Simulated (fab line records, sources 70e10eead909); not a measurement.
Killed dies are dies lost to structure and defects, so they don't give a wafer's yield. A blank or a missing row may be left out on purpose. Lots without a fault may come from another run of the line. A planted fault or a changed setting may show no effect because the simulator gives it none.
A struck lot beside a sound one | flow nand_harc | 26 steps out of a route of 1302
Sound: wafers L842.1, L842.5, L842.6. Struck: wafers L839.2, L839.3, L839.6. The cause comes at the end.
At each step with rows: each side's tool, then ch and its chambers, then its first start. Under that, the readings that differ: sound wafers | struck wafers | difference of the means | sigmas: that difference in standard deviations of wafers without a fault.
alike: readings whose means differ by less than 2 such deviations, and words and numbers that are the same on both sides. not compared: withheld readings, readings that some wafer has no value for, bounds like >300 that may hide the same value, and numbers for which the record gives no deviation and whose values overlap.
The two part at a step that has a row with sigmas, a row that says differs or no value, or rows on one side only. Numbers that don't overlap but have no deviation are shown without sigmas and don't part them. A reading that every wafer of one side lacks parts them only if that side has two wafers or more.

first, 2 steps without rows for these wafers: NHARC_A_STAIRCASE_SRD_154; NHARC_A_STAIRCASE_ETCH_403 (etches SiO2 in dHF, target depth 108.2 nm).
NHARC_A_STAIRCASE_ETCHBACK_422: etches the open film in CH3F/O2, target depth 40 nm, time 74.286 s.
  sound on rie_diel-08 ch 0,1,3, day 20 23:03; struck on rie_diel-08 ch 0,2, day 20 08:07
  alike: drypump_motor_current_A, oes_product_au, rf_fwd_power_W, rf_vpp_V, showerhead_plenum_p_Torr, throttle_valve_pct
  not compared: rf_hours_counter_h
then, 1 step without rows for these wafers: NHARC_A_STAIRCASE_ETCH_423 (etches SiO2 in dHF, target depth 30 nm).
NHARC_A_STAIRCASE_ETCHBACK_157: etches the open film in CH3F/O2, target depth 90 nm, time 167.14 s.
  sound on rie_diel-08 ch 2,3, day 20 23:24; struck on rie_diel-08 ch 0,3, day 20 08:29
  alike: drypump_motor_current_A, oes_product_au, rf_fwd_power_W, rf_vpp_V, showerhead_plenum_p_Torr, throttle_valve_pct
  not compared: rf_hours_counter_h
then, 1 step without rows for these wafers: NHARC_A_STAIRCASE_STRIP_475 (strips in O2, time 20 s).
NHARC_A_STAIRCASE_DEP_471: deposits SiO2, target thk 100 nm.
  sound on pecvd-01 ch 0,2, day 20 23:41; struck on pecvd-02 ch 0,1, day 20 08:46
  alike: heater_power_w, rf_fwd_power_W, throttle_valve_pct
NHARC_A_STAIRCASE_CMP_472: polishes SiO2.
  sound on cmp-02 ch 1,2, day 20 23:58; struck on cmp-02 ch 0,1, day 20 09:03
  alike: motor_current_A
then, 1 step without rows for these wafers: NHARC_A_STAIRCASE_SRD_474.
NHARC_A_STAIRCASE_INSPECT_155:
  sound on defect_inspect-02, day 21 00:16; struck on defect_inspect-02, day 20 09:22
  alike: raw_defect_count
NHARC_A_SGD_CUT_DEP_00: deposits SiNx, target thk 50 nm.
  sound on pecvd-01 ch 1,2, day 21 00:24; struck on pecvd-03 ch 0,2, day 20 09:38
  alike: heater_power_w, rf_fwd_power_W
then, 10 steps without rows for these wafers: NHARC_A_SGD_CUT_DEHYDRATE_01 (time 120 s); NHARC_A_SGD_CUT_HMDS_02 (time 30 s); NHARC_A_SGD_CUT_COAT_56 (time 75 s); NHARC_A_SGD_CUT_COAT_57 (time 65 s); NHARC_A_SGD_CUT_COAT_03 (resist thk 90 nm); NHARC_A_SGD_CUT_SOFTBAKE_04 (time 55 s); NHARC_A_SGD_CUT_EBR_05; NHARC_A_SGD_CUT_EXPOSE_06 (exposes mask SGD); NHARC_A_SGD_CUT_PEB_07 (peb time 65 s); NHARC_A_SGD_CUT_DEVELOP_08 (develop time 35 s).
NHARC_A_SGD_CUT_CD_MEAS_09: target cd 100 nm.
  sound on cd_sem-02 ch 0, day 21 01:04; struck on cd_sem-03 ch 0, day 20 10:20
  alike: cd_nm
NHARC_A_SGD_CUT_OVL_MEAS_10:
  sound on overlay-02, day 21 01:09; struck on overlay-02, day 20 10:25
  alike: overlay_x_nm, overlay_y_nm
NHARC_A_SGD_CUT_INSPECT_11:
  sound on defect_inspect-01, day 21 01:11; struck on defect_inspect-02, day 20 10:38
  reading          | sound    | struck      | difference | sigmas
  raw_defect_count | 62 72 70 | 616 621 627 | +553       | +23
  not compared: hold
NHARC_A_SGD_CUT_DESCUM_14: chemistry O2, time 3 s.
  sound on rie_diel-02 ch 0,1, day 21 01:15; struck on rie_diel-11 ch 0,1,2, day 20 13:07
  reading                | sound                | struck                                                                     | difference                   | sigmas
  hold                   | - - -                | await_dispo/2.4h/release await_dispo/2.4h/release await_dispo/2.4h/release | no value on the sound wafers |
  throttle_valve_pct (%) | 11.319 11.327 11.329 | 11.309 11.308 11.297                                                       | -0.020                       | -2
  alike: drypump_motor_current_A, oes_product_au, rf_vpp_V, showerhead_plenum_p_Torr
  not compared: rf_hours_counter_h
-- the record jumps here: 7 days lie between the struck wafers' starts before and after (it left off in module A_SGD_CUT and takes up again in module END, whose first step shown is number 1302 of the route) --
NHARC_END_SORT_01:
  the record has rows for the struck wafers here (prober-02 ch 0, day 27 11:49) and none for the sound ones

WHERE THEY PART
First at NHARC_A_SGD_CUT_INSPECT_11; last, within this record, at NHARC_END_SORT_01.

WHY: what the simulator had put in
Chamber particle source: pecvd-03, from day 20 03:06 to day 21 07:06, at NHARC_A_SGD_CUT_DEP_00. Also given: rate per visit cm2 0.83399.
